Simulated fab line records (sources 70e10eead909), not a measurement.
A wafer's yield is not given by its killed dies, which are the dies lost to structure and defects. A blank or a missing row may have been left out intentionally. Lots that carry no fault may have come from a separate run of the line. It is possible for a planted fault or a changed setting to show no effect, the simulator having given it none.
Check of tool commonality || flow nand_harc || 15 lots and 45 wafers in the sample

## REASON FOR OPENING
On 3 of the 15 lots, a flag is raised at NHARC_P_GATE_INSPECT_68 on the reading raw_defect_count. Fault-free wafers read 230, with a standard deviation of 98.
Rule: a lot is flagged in two cases, either no wafer of it has a number, or all its wafers with numbers fall more than 4 standard deviations from that mean. As for the other lots, they are considered sound.

{"lot": "L285", "measured": "day 5 11:05", "on": "defect_inspect-02", "raw_defect_count, wafer by wafer": "469 171 138", "flag": ""}
{"lot": "L286", "measured": "day 5 11:46", "on": "defect_inspect-01", "raw_defect_count, wafer by wafer": "214 308 189", "flag": ""}
{"lot": "L287", "measured": "day 5 23:05", "on": "defect_inspect-01", "raw_defect_count, wafer by wafer": "202 161 172", "flag": ""}
{"lot": "L290", "measured": "day 6 14:23", "on": "defect_inspect-01", "raw_defect_count, wafer by wafer": "115 141 99", "flag": ""}
{"lot": "L289", "measured": "day 6 15:07", "on": "defect_inspect-02", "raw_defect_count, wafer by wafer": "300 541 250", "flag": ""}
{"lot": "L291", "measured": "day 7 03:58", "on": "defect_inspect-02", "raw_defect_count, wafer by wafer": "93 165 169", "flag": ""}
{"lot": "L294", "measured": "day 7 16:36", "on": "defect_inspect-02", "raw_defect_count, wafer by wafer": "492 288 289", "flag": ""}
{"lot": "L293", "measured": "day 7 17:33", "on": "defect_inspect-01", "raw_defect_count, wafer by wafer": "295 212 225", "flag": ""}
{"lot": "L298", "measured": "day 8 17:44", "on": "defect_inspect-02", "raw_defect_count, wafer by wafer": "190 263 317", "flag": ""}
{"lot": "L296", "measured": "day 8 20:39", "on": "defect_inspect-01", "raw_defect_count, wafer by wafer": "1386 1277 1359", "flag": "FLAGGED"}
{"lot": "L297", "measured": "day 9 01:05", "on": "defect_inspect-02", "raw_defect_count, wafer by wafer": "1609 1338 1224", "flag": "FLAGGED"}
{"lot": "L300", "measured": "day 9 08:05", "on": "defect_inspect-02", "raw_defect_count, wafer by wafer": "1295 1195 1297", "flag": "FLAGGED"}
{"lot": "L307", "measured": "day 10 20:16", "on": "defect_inspect-01", "raw_defect_count, wafer by wafer": "157 199 163", "flag": ""}
{"lot": "L306", "measured": "day 10 21:01", "on": "defect_inspect-02", "raw_defect_count, wafer by wafer": "354 102 249", "flag": ""}
{"lot": "L308", "measured": "day 11 00:54", "on": "defect_inspect-01", "raw_defect_count, wafer by wafer": "307 300 317", "flag": ""}
On average the flagged lots' numbers are 1331, which is +1101 against the usual, or +11 standard deviations.

## EACH LOT AND THE TOOL IT RAN ON
Before the reading, the record contains 3 process steps out of a 1159-step route. Read each cell as the tool, then ch plus the chambers that the sampled wafers visited, then the start.
{"lot": "L285", "flag": "", "NHARC_P_GATE_ALD_36": "ald_sin-01 ch 0,1,3, day 4 18:31", "NHARC_P_GATE_STRIP_111": "plasma_asher-02 ch 0,1, day 5 04:35", "NHARC_P_GATE_EXPOSE_56": "krf_scanner-03 ch 0, day 5 05:32"}
{"lot": "L286", "flag": "", "NHARC_P_GATE_ALD_36": "ald_sin-04 ch 0,2,3, day 4 17:41", "NHARC_P_GATE_STRIP_111": "plasma_asher-02 ch 0,1, day 5 04:57", "NHARC_P_GATE_EXPOSE_56": "krf_scanner-02 ch 0, day 5 06:01"}
{"lot": "L287", "flag": "", "NHARC_P_GATE_ALD_36": "ald_sin-01 ch 2,3, day 5 06:12", "NHARC_P_GATE_STRIP_111": "plasma_asher-02 ch 1, day 5 17:13", "NHARC_P_GATE_EXPOSE_56": "krf_scanner-04 ch 0, day 5 18:14"}
{"lot": "L290", "flag": "", "NHARC_P_GATE_ALD_36": "ald_sin-04 ch 0,1,2, day 5 23:29", "NHARC_P_GATE_STRIP_111": "plasma_asher-02 ch 0,1, day 6 08:30", "NHARC_P_GATE_EXPOSE_56": "krf_scanner-02 ch 0, day 6 09:25"}
{"lot": "L289", "flag": "", "NHARC_P_GATE_ALD_36": "ald_sin-01 ch 1,3, day 5 21:47", "NHARC_P_GATE_STRIP_111": "plasma_asher-01 ch 1, day 6 08:55", "NHARC_P_GATE_EXPOSE_56": "krf_scanner-03 ch 0, day 6 09:59"}
{"lot": "L291", "flag": "", "NHARC_P_GATE_ALD_36": "ald_sin-02 ch 1,2, day 6 11:43", "NHARC_P_GATE_STRIP_111": "plasma_asher-01 ch 0, day 6 21:56", "NHARC_P_GATE_EXPOSE_56": "krf_scanner-02 ch 0, day 6 23:00"}
{"lot": "L294", "flag": "", "NHARC_P_GATE_ALD_36": "ald_sin-04 ch 0,3, day 6 23:14", "NHARC_P_GATE_STRIP_111": "plasma_asher-02 ch 0,1, day 7 10:20", "NHARC_P_GATE_EXPOSE_56": "krf_scanner-02 ch 0, day 7 11:26"}
{"lot": "L293", "flag": "", "NHARC_P_GATE_ALD_36": "ald_sin-01 ch 0,2,3, day 6 23:41", "NHARC_P_GATE_STRIP_111": "plasma_asher-02 ch 0,1, day 7 11:25", "NHARC_P_GATE_EXPOSE_56": "krf_scanner-03 ch 0, day 7 12:29"}
{"lot": "L298", "flag": "", "NHARC_P_GATE_ALD_36": "ald_sin-02 ch 0,1, day 8 01:53", "NHARC_P_GATE_STRIP_111": "plasma_asher-02 ch 0,1, day 8 12:01", "NHARC_P_GATE_EXPOSE_56": "krf_scanner-03 ch 0, day 8 12:52"}
{"lot": "L296", "flag": "FLAGGED", "NHARC_P_GATE_ALD_36": "ald_sin-04 ch 1,2,3, day 8 02:42", "NHARC_P_GATE_STRIP_111": "plasma_asher-01 ch 0,1, day 8 14:32", "NHARC_P_GATE_EXPOSE_56": "krf_scanner-03, day 8 15:34"}
{"lot": "L297", "flag": "FLAGGED", "NHARC_P_GATE_ALD_36": "ald_sin-02 ch 0,1,3, day 8 08:12", "NHARC_P_GATE_STRIP_111": "plasma_asher-01 ch 0,1, day 8 19:02", "NHARC_P_GATE_EXPOSE_56": "krf_scanner-04, day 8 20:06"}
{"lot": "L300", "flag": "FLAGGED", "NHARC_P_GATE_ALD_36": "ald_sin-01 ch 0,2, day 8 13:58", "NHARC_P_GATE_STRIP_111": "plasma_asher-01 ch 0, day 9 01:42", "NHARC_P_GATE_EXPOSE_56": "krf_scanner-03, day 9 02:47"}
{"lot": "L307", "flag": "", "NHARC_P_GATE_ALD_36": "ald_sin-01 ch 2,3, day 10 03:05", "NHARC_P_GATE_STRIP_111": "plasma_asher-01 ch 0,1, day 10 14:22", "NHARC_P_GATE_EXPOSE_56": "krf_scanner-03 ch 0, day 10 15:21"}
{"lot": "L306", "flag": "", "NHARC_P_GATE_ALD_36": "ald_sin-02 ch 0,1,3, day 10 03:16", "NHARC_P_GATE_STRIP_111": "plasma_asher-02 ch 0,1, day 10 14:32", "NHARC_P_GATE_EXPOSE_56": "krf_scanner-04 ch 0, day 10 15:38"}
{"lot": "L308", "flag": "", "NHARC_P_GATE_ALD_36": "ald_sin-04 ch 0,1,3, day 10 09:59", "NHARC_P_GATE_STRIP_111": "plasma_asher-02 ch 0,1, day 10 18:56", "NHARC_P_GATE_EXPOSE_56": "krf_scanner-03 ch 0, day 10 19:57"}
These steps, and what they do:
- NHARC_P_GATE_ALD_36: deposits SiNx, target thk 20 nm, pulse time 60 s, ald cycles 223.
- NHARC_P_GATE_STRIP_111: strips in N2/H2, time 250 s.
- NHARC_P_GATE_EXPOSE_56: exposes mask P PSD, target cd 720 nm.
- NHARC_P_GATE_INSPECT_68

## FLAGGED OVER TOTAL, TOOL BY TOOL (the gauges that took the reading come last)
{"step": "NHARC_P_GATE_ALD_36", "tool": "ald_sin-01", "lots run": 6, "flagged": 1, "share of the flagged lots": "some", "sound lots run after its first flagged lot": "1 (L307)"}
{"step": "NHARC_P_GATE_ALD_36", "tool": "ald_sin-02", "lots run": 4, "flagged": 1, "share of the flagged lots": "some", "sound lots run after its first flagged lot": "1 (L306)"}
{"step": "NHARC_P_GATE_ALD_36", "tool": "ald_sin-04", "lots run": 5, "flagged": 1, "share of the flagged lots": "some", "sound lots run after its first flagged lot": "1 (L308)"}
{"step": "NHARC_P_GATE_STRIP_111", "tool": "plasma_asher-01", "lots run": 6, "flagged": 3, "share of the flagged lots": "all", "sound lots run after its first flagged lot": "1 (L307)"}
{"step": "NHARC_P_GATE_STRIP_111", "tool": "plasma_asher-02", "lots run": 9, "flagged": 0, "share of the flagged lots": "none", "sound lots run after its first flagged lot": "-"}
{"step": "NHARC_P_GATE_EXPOSE_56", "tool": "krf_scanner-02", "lots run": 4, "flagged": 0, "share of the flagged lots": "none", "sound lots run after its first flagged lot": "-"}
{"step": "NHARC_P_GATE_EXPOSE_56", "tool": "krf_scanner-03", "lots run": 8, "flagged": 2, "share of the flagged lots": "some", "sound lots run after its first flagged lot": "2 (L307,L308)"}
{"step": "NHARC_P_GATE_EXPOSE_56", "tool": "krf_scanner-04", "lots run": 3, "flagged": 1, "share of the flagged lots": "some", "sound lots run after its first flagged lot": "1 (L306)"}
{"step": "NHARC_P_GATE_INSPECT_68", "tool": "defect_inspect-01", "lots run": 7, "flagged": 1, "share of the flagged lots": "some", "sound lots run after its first flagged lot": "2 (L307,L308)"}
{"step": "NHARC_P_GATE_INSPECT_68", "tool": "defect_inspect-02", "lots run": 8, "flagged": 2, "share of the flagged lots": "some", "sound lots run after its first flagged lot": "1 (L306)"}

## WHAT THE TABLE PERMITS
Rows of the table that ran each flagged lot: 1, that is plasma_asher-01 at NHARC_P_GATE_STRIP_111.
- plasma_asher-01 at NHARC_P_GATE_STRIP_111: 3 of its 6 lots flagged. Sound lots ran on it after the first flagged one (L307), which a lasting fault on the whole tool wouldn't allow.
Not one row of the table ran every flagged lot while running no sound lot after the first.

## WHAT THE SIMULATOR HAD INSERTED
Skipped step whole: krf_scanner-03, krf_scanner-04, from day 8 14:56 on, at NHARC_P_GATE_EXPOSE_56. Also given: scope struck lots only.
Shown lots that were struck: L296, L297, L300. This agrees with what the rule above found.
